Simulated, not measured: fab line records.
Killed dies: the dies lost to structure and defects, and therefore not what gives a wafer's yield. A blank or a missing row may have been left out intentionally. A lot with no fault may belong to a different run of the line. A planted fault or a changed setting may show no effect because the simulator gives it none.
Chamber matching + flow n5Finfet + N5_BEOL_M7_PECVD_70 on pecvd-04: 3 sister chambers
The step deposits SiO2 from TEOS/O2, target thk 20 nm, time 22.7 s. 6 wafers are shown with their chamber, then 9 later ones without.

== WAFERS WITH THEIR CHAMBER ==
| wafer  | chamber | throttleValvePct (%) | showerheadPlenumPTorr (Torr) |
|--------|---------|----------------------|------------------------------|
| L085.6 | 2       | 21.1                 | 8.64                         |
| L084.4 | 2       | 20.7                 | 8.66                         |
| L084.5 | 1       | 25.7                 | 8.86                         |
| L086.1 | 0       | 21.0                 | 8.87                         |
| L086.4 | 0       | 20.9                 | 8.88                         |
| L086.5 | 1       | 25.7                 | 8.83                         |

== WAFERS MISSING THEIR CHAMBER ==
| wafer  | throttleValvePct (%) | showerheadPlenumPTorr (Torr) |
|--------|----------------------|------------------------------|
| L094.3 | 25.5                 | 8.85                         |
| L094.5 | 25.6                 | 8.86                         |
| L094.6 | 21.0                 | 8.87                         |
| L093.1 | 21.5                 | 8.84                         |
| L093.2 | 25.6                 | 8.84                         |
| L093.4 | 21.0                 | 8.86                         |
| L095.1 | 20.9                 | 8.88                         |
| L095.2 | 21.1                 | 8.64                         |
| L095.3 | 25.4                 | 8.86                         |

== WHICH CHAMBER EACH ONE RAN IN ==
| wafer  | from the rows above | in truth |
|--------|---------------------|----------|
| L094.3 | 1                   | 1        |
| L094.5 | 1                   | 1        |
| L094.6 | 0                   | 0        |
| L093.1 | 0                   | 0        |
| L093.2 | 1                   | 1        |
| L093.4 | 0                   | 0        |
| L095.1 | 0                   | 0        |
| L095.2 | 2                   | 2        |
| L095.3 | 1                   | 1        |
Placed correctly: 9 of 9. Not placeable from these rows: 0. Wrongly placed: 0.
How it was worked out, from the rows above alone: a wafer's distance from a chamber is the root of the sum, over the readings, of the square of ((its reading less the chamber's mean) divided by the reading's scatter). The wafer belongs to the nearest chamber; if the next one is less than 2 further off, it can't be placed. The mean given for a chamber averages the wafers shown for that chamber. The scatter is the square root of a quotient: the sum, over the shown wafers, of each reading's squared deviation from its chamber's mean, divided by wafers minus chambers.
